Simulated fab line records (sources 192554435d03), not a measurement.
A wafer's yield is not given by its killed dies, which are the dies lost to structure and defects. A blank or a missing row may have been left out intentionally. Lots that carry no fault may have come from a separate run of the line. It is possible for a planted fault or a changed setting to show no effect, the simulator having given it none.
Chamber matching    flow n5Finfet    3 sister chambers for N5_BEOL_M15_DEP_53 on pecvd-04
The step deposits SiCN from 3MS/NH3, target thk 50 nm, time 17.8 s. 6 wafers are shown with their chamber, then 9 later ones without.

## WAFERS WITH THEIR CHAMBER
wafer   chamber  throttleValvePct (%)  showerheadVppV (V)
L085.6  2        18.1                  1540
L089.2  2        18.3                  1556
L089.5  1        20.4                  1563
L088.2  0        18.2                  1818
L088.3  1        20.5                  1589
L088.6  0        18.3                  1779

## WAFERS MISSING THEIR CHAMBER
wafer   throttleValvePct (%)  showerheadVppV (V)
L092.1  18.5                  1575
L092.2  18.2                  1768
L092.4  20.2                  1593
L094.1  18.6                  1559
L094.3  18.7                  1809
L094.4  18.0                  1812
L097.1  18.1                  1783
L097.5  20.0                  1583
L097.6  18.4                  1527

## THE CHAMBER EACH PASSED THROUGH
wafer   from the rows above  in truth
L092.1  2                    2
L092.2  0                    0
L092.4  1                    1
L094.1  2                    2
L094.3  0                    0
L094.4  0                    0
L097.1  0                    0
L097.5  1                    1
L097.6  2                    2
9 of 9 placed correctly. Not placeable from these rows: 0. 0 placed wrongly.
How it was worked out, from the rows above alone: a wafer's distance from a chamber is the root of the sum, over the readings, of the square of ((its reading less the chamber's mean) divided by the reading's scatter). The wafer belongs to the nearest chamber; if the next one is less than 2 further off, it can't be placed. Each chamber's mean is taken over the wafers shown for it. The scatter: take each reading less its chamber's mean, square it, sum over the shown wafers, divide by the number of wafers less the number of chambers, and take the root.
